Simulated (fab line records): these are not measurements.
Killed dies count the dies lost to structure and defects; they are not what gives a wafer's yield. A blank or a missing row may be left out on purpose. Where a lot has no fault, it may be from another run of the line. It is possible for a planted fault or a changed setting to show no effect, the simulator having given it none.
Chamber matching    flow n5 finfet    N5_SPACER0_ALD_08 on ald sin-02 has 4 sister chambers
The step deposits SiNx, target thk 2 nm. 8 wafers are shown with their chamber, then 8 later ones without.

## WAFERS PAIRED WITH THEIR CHAMBERS
wafer   chamber  heater power w (W)
L082.2  0        915
L084.6  2        917
L090.3  2        949
L090.6  1        853
L093.1  3        1075
L093.3  1        835
L093.4  0        880
L094.1  3        1068

## WAFERS WITH NO CHAMBER GIVEN
wafer   heater power w (W)
L094.5  959
L094.6  832
L095.2  899
L095.3  815
L095.5  1073
L097.2  918
L097.3  830
L097.6  828

## WHICH CHAMBER EACH ONE RAN IN
wafer   from the rows above      in truth
L094.5  can't be placed: 2 or 0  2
L094.6  1                        1
L095.2  can't be placed: 0 or 2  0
L095.3  1                        1
L095.5  3                        3
L097.2  can't be placed: 2 or 0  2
L097.3  1                        1
L097.6  1                        1
5 of 8 placed correctly. From these rows, 3 cannot be placed; in 3 the true chamber is one of the candidates. 0 placed wrongly.
How it was worked out, from the rows above alone: a wafer's distance from a chamber is the root of the sum, over the readings, of the square of ((its reading less the chamber's mean) divided by the reading's scatter). If the next closest chamber is less than 2 further off than the closest, the wafer can't be placed; otherwise it belongs to the closest. The mean given for a chamber averages the wafers shown for that chamber. The scatter: the root of (the sum of the squares of (reading less its chamber's mean) over the shown wafers, divided by (wafers less chambers)).
